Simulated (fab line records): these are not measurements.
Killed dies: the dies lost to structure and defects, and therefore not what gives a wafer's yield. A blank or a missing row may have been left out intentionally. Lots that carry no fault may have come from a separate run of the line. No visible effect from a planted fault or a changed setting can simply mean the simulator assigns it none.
Chamber matching ; flow n5Finfet ; N5_MOL_CONTACT_COAG_ETCH_47 on rieDiel-03 has 4 sister chambers
The step etches SiNx in CH3F/O2, stops on W, target depth 27 nm. 14 wafers are shown with their chamber, then 7 later ones without.

== WAFERS PAIRED WITH THEIR CHAMBERS ==
wafer;chamber;showerheadPlenumPTorr (Torr);drypumpMotorCurrentA (A);throttleValvePct (%)
L976.2;1;1.91;5.35;16.60
L976.4;2;1.92;5.71;16.32
L976.5;1;1.91;5.39;16.61
L979.2;1;1.91;5.37;16.61
L979.4;1;1.91;5.37;16.61
L979.5;1;1.91;5.36;16.63
L981.2;0;2.06;5.55;16.69
L981.4;3;2.05;5.63;16.26
L981.5;1;1.91;5.36;16.62
L983.3;3;2.04;5.64;16.28
L983.5;0;2.06;5.55;16.72
L983.6;3;2.04;5.65;16.27
L984.1;3;2.04;5.62;16.27
L984.2;2;1.92;5.72;16.36

SIGNATURES (means of the wafers above)
reading;chamber 0;chamber 1;chamber 2;chamber 3;scatter within a chamber
showerheadPlenumPTorr;2.0600;1.9100;1.9200;2.0425;0.00274
drypumpMotorCurrentA;5.5500;5.3667;5.7150;5.6350;0.0122
throttleValvePct;16.7050;16.6133;16.3400;16.2700;0.0141
Rule: a wafer's distance from a chamber is the root of the sum, over the readings, of the square of ((its reading less the chamber's mean) divided by the reading's scatter). The wafer belongs to the nearest chamber; if the next one is less than 2 further off, it can't be placed. How the scatter is found: for the shown wafers, subtract from each reading the mean of its chamber, square and add these, divide the total by (wafers less chambers), then take the root.

== WAFERS WHOSE CHAMBER IS MISSING ==
wafer;showerheadPlenumPTorr (Torr);drypumpMotorCurrentA (A);throttleValvePct (%)
L984.5;1.92;5.70;16.35
L987.2;1.90;5.38;16.64
L987.6;1.92;5.74;16.35
L988.1;1.90;5.39;16.65
L988.6;1.92;5.69;16.38
L992.3;1.91;5.71;16.39
L992.6;2.05;5.54;16.74

== THE CHAMBER EACH PASSED THROUGH ==
wafer;from the rows above;in truth
L984.5;2;2
L987.2;1;1
L987.6;2;2
L988.1;1;1
L988.6;2;2
L992.3;2;2
L992.6;0;0
Correctly placed: 7 of 7. Not placeable from these rows: 0. 0 placed wrongly.
